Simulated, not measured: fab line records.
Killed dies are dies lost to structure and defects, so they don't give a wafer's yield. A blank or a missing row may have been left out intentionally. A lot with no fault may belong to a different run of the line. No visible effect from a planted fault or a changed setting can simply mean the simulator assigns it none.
Which of the tools did it? || flow n5_finfet || 10 lots, 28 wafers sampled, at 2 steps of a route of 1938

WHAT EACH GAUGE READ, for each wafer
N5_BEOL_M14_THK_MEAS_50: measures by xrf.
{"lot": "L519", "measured": "day 12 05:27", "on": "film_metro-01", "M14_THK (nm)": "554 584 541"}
{"lot": "L527", "measured": "day 13 23:33", "on": "film_metro-02", "M14_THK (nm)": "582 586"}
{"lot": "L529", "measured": "day 14 11:00", "on": "film_metro-01", "M14_THK (nm)": "588 584 585"}
{"lot": "L530", "measured": "day 14 18:04", "on": "film_metro-01", "M14_THK (nm)": "593 565"}
{"lot": "L532", "measured": "day 14 18:48", "on": "film_metro-02", "M14_THK (nm)": "577 586 573"}
{"lot": "L534", "measured": "day 15 13:02", "on": "film_metro-01", "M14_THK (nm)": "577 573 552"}
{"lot": "L533", "measured": "day 15 18:55", "on": "film_metro-01", "M14_THK (nm)": "560 582 583"}
{"lot": "L536", "measured": "day 16 16:40", "on": "film_metro-01", "M14_THK (nm)": "588 567 570"}
{"lot": "L537", "measured": "day 17 17:47", "on": "film_metro-01", "M14_THK (nm)": "578 578 584"}
{"lot": "L540", "measured": "day 18 01:36", "on": "film_metro-02", "M14_THK (nm)": "532 546 539"}

WHICH TOOL RAN EACH LOT (tool, then ch and the chambers of the sampled wafers, then the start)
{"lot": "L519", "N5_BEOL_M14_STRIP_37": "rie_diel-05 ch 0,1,2, day 12 03:40"}
{"lot": "L527", "N5_BEOL_M14_STRIP_37": "rie_diel-05 ch 1,2, day 13 22:05"}
{"lot": "L529", "N5_BEOL_M14_STRIP_37": "rie_diel-06 ch 0,1, day 14 08:43"}
{"lot": "L530", "N5_BEOL_M14_STRIP_37": "rie_diel-05 ch 0,1, day 14 16:13"}
{"lot": "L532", "N5_BEOL_M14_STRIP_37": "rie_diel-06 ch 1,3, day 14 16:20"}
{"lot": "L534", "N5_BEOL_M14_STRIP_37": "rie_diel-01 ch 0,2,3, day 15 03:05"}
{"lot": "L533", "N5_BEOL_M14_STRIP_37": "rie_diel-06 ch 0,1,3, day 15 16:14"}
{"lot": "L536", "N5_BEOL_M14_STRIP_37": "rie_diel-05 ch 0,1, day 16 14:47"}
{"lot": "L537", "N5_BEOL_M14_STRIP_37": "rie_diel-01 ch 0,2,3, day 17 16:05"}
{"lot": "L540", "N5_BEOL_M14_STRIP_37": "rie_diel-06 ch 0,3, day 17 23:24"}
- N5_BEOL_M14_STRIP_37: strips in O2.

WHAT THE TOOLS THEMSELVES READ (means of the sampled wafers that have a number; where no wafer has one, the mark that the record gives instead)
N5_BEOL_M14_STRIP_37.
{"lot": "L519", "tool": "rie_diel-05", "drypump_motor_current_A (A)": 5.8, "oes_product_au (a.u.)": 0.86, "rf_vpp_V (V)": 3.8, "showerhead_plenum_p_Torr (Torr)": 2.12, "throttle_valve_pct (%)": 16.65}
{"lot": "L527", "tool": "rie_diel-05", "drypump_motor_current_A (A)": 6.0, "oes_product_au (a.u.)": 0.89, "rf_vpp_V (V)": 3.4, "showerhead_plenum_p_Torr (Torr)": 2.23, "throttle_valve_pct (%)": 16.60}
{"lot": "L529", "tool": "rie_diel-06", "drypump_motor_current_A (A)": 5.8, "oes_product_au (a.u.)": 0.82, "rf_vpp_V (V)": 4.3, "showerhead_plenum_p_Torr (Torr)": 2.09, "throttle_valve_pct (%)": 16.65}
{"lot": "L530", "tool": "rie_diel-05", "drypump_motor_current_A (A)": 5.9, "oes_product_au (a.u.)": 0.80, "rf_vpp_V (V)": 2.6, "showerhead_plenum_p_Torr (Torr)": 2.06, "throttle_valve_pct (%)": 16.90}
{"lot": "L532", "tool": "rie_diel-06", "drypump_motor_current_A (A)": 5.8, "oes_product_au (a.u.)": 0.82, "rf_vpp_V (V)": 4.0, "showerhead_plenum_p_Torr (Torr)": 2.09, "throttle_valve_pct (%)": 16.60}
{"lot": "L534", "tool": "rie_diel-01", "drypump_motor_current_A (A)": 5.7, "oes_product_au (a.u.)": 0.85, "rf_vpp_V (V)": 3.8, "showerhead_plenum_p_Torr (Torr)": 2.10, "throttle_valve_pct (%)": 16.41}
{"lot": "L533", "tool": "rie_diel-06", "drypump_motor_current_A (A)": 5.8, "oes_product_au (a.u.)": 0.76, "rf_vpp_V (V)": 4.3, "showerhead_plenum_p_Torr (Torr)": 2.13, "throttle_valve_pct (%)": 16.76}
{"lot": "L536", "tool": "rie_diel-05", "drypump_motor_current_A (A)": 6.2, "oes_product_au (a.u.)": 0.80, "rf_vpp_V (V)": 4.0, "showerhead_plenum_p_Torr (Torr)": 2.11, "throttle_valve_pct (%)": 16.89}
{"lot": "L537", "tool": "rie_diel-01", "drypump_motor_current_A (A)": 5.7, "oes_product_au (a.u.)": 0.82, "rf_vpp_V (V)": 3.1, "showerhead_plenum_p_Torr (Torr)": 2.09, "throttle_valve_pct (%)": 16.44}
{"lot": "L540", "tool": "rie_diel-06", "drypump_motor_current_A (A)": 5.8, "oes_product_au (a.u.)": 0.71, "rf_vpp_V (V)": 3.3, "showerhead_plenum_p_Torr (Torr)": 2.17, "throttle_valve_pct (%)": 16.92}

THE ANSWER, worked out from the rows above alone
Rule: what is usual is taken from the lots themselves. Put in order of their means at a reading, lots are off if they are a third of the lots or fewer, leave a main group of 4 or more, and stand apart from it by a gap of 3 or more times the standard deviation of the main group's means; of several such gaps the widest counts. Not used: any main group whose means are identical at the precision the tables above print for the reading. Also off: a lot with no number at a reading for which 4 or more lots have one. Where the step has rows for the other lots, those lots are counted as sound. Order of review: gauges by route order, followed by the tools' own readings, for which a lot's mean as printed above is used. The first step at which some lot is off is used, and at that step the reading that is off furthest; a lot without a number counts as furthest.
No lot is off on any of the readings shown, so nothing can be concluded from this.

WHAT WAS PUT IN BY THE SIMULATOR
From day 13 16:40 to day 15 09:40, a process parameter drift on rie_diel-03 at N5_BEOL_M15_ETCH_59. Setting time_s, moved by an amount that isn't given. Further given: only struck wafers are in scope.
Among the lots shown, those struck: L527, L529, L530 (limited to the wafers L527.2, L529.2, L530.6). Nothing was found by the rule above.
